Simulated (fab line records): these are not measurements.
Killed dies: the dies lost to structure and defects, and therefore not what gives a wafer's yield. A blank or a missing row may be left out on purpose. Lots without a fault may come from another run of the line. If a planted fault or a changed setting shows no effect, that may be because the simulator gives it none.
What tool caused it?    flow nand_harc    Sampling: 7 lots, 18 wafers, 5 of 1159 route steps

WHAT THE GAUGES READ, wafer by wafer
NHARC_END_SORT_01.
lot   measured      on         killed_at_array
L357  day 24 18:01  prober-02  68 15
L360  day 24 21:56  prober-02  76

WHICH TOOL RAN EACH LOT (tool, then ch and the chambers of the sampled wafers, then the start)
lot   NHARC_A_SLIT_DEP_23              NHARC_A_WL_FILL_RTA_01            NHARC_A_WL_FILL_STRIP_27              NHARC_A_CONTACT_ETCH_48
L340  pecvd-03 ch 0,1, day 14 23:19    rtp_anneal-01 ch 0, day 15 12:27  plasma_asher-01 ch 0,1, day 15 17:29  rie_diel-05 ch 1,2,3, day 16 18:55
L347  pecvd-02 ch 0,2, day 16 08:27    rtp_anneal-02 ch 0, day 16 20:22  plasma_asher-01 ch 0,1, day 17 03:43  rie_diel-05 ch 0,3, day 18 08:22
L350  pecvd-03 ch 0,1,2, day 16 19:37  rtp_anneal-01 ch 0, day 17 07:03  plasma_asher-02 ch 1, day 17 14:37    rie_diel-07 ch 0,3, day 18 19:24
L352  pecvd-02 ch 0,1,2, day 17 07:55  rtp_anneal-01 ch 0, day 17 22:19  plasma_asher-01 ch 0,1, day 18 05:40  rie_diel-07 ch 0,2,3, day 19 08:20
L354  pecvd-03 ch 0,1, day 18 01:17    rtp_anneal-01 ch 0, day 18 13:34  plasma_asher-01 ch 0,1, day 18 21:01  rie_diel-05 ch 0,2, day 20 07:24
L357  pecvd-04 ch 2, day 18 11:07      rtp_anneal-02 ch 0, day 18 21:26  plasma_asher-01 ch 0,1, day 19 05:45  rie_diel-07 ch 1,2, day 21 00:59
L360  pecvd-02 ch 0, day 18 20:57      rtp_anneal-01 ch 0, day 19 08:54  plasma_asher-01 ch 0, day 19 15:55    rie_diel-05 ch 1, day 21 16:23
- NHARC_A_SLIT_DEP_23: deposits SiON, target thk 100 nm.
- NHARC_A_WL_FILL_RTA_01: time 5 s.
- NHARC_A_WL_FILL_STRIP_27: strips in N2/H2, time 20 s.
- NHARC_A_CONTACT_ETCH_48: etches the open film in CF4, target depth 39 nm, time 65 s.

THE ANSWER, worked out from the rows above alone
Rule: the lots themselves supply what counts as usual. The widest of any qualifying gaps counts: lots, ordered by their means at a reading, are off when they make up no more than a third of the lots, leave a main group of 4 or more, and stand apart from it by 3 or more times the standard deviation of that group's means. Not used: any main group whose means are identical at the precision the tables above print for the reading. Also off: a lot with no number at a reading for which 4 or more lots have one. Where the step has rows for the other lots, those lots are counted as sound.
Nothing can be told from this: no lot is off at any reading shown.

WHAT HAD BEEN PUT IN BY THE SIMULATOR
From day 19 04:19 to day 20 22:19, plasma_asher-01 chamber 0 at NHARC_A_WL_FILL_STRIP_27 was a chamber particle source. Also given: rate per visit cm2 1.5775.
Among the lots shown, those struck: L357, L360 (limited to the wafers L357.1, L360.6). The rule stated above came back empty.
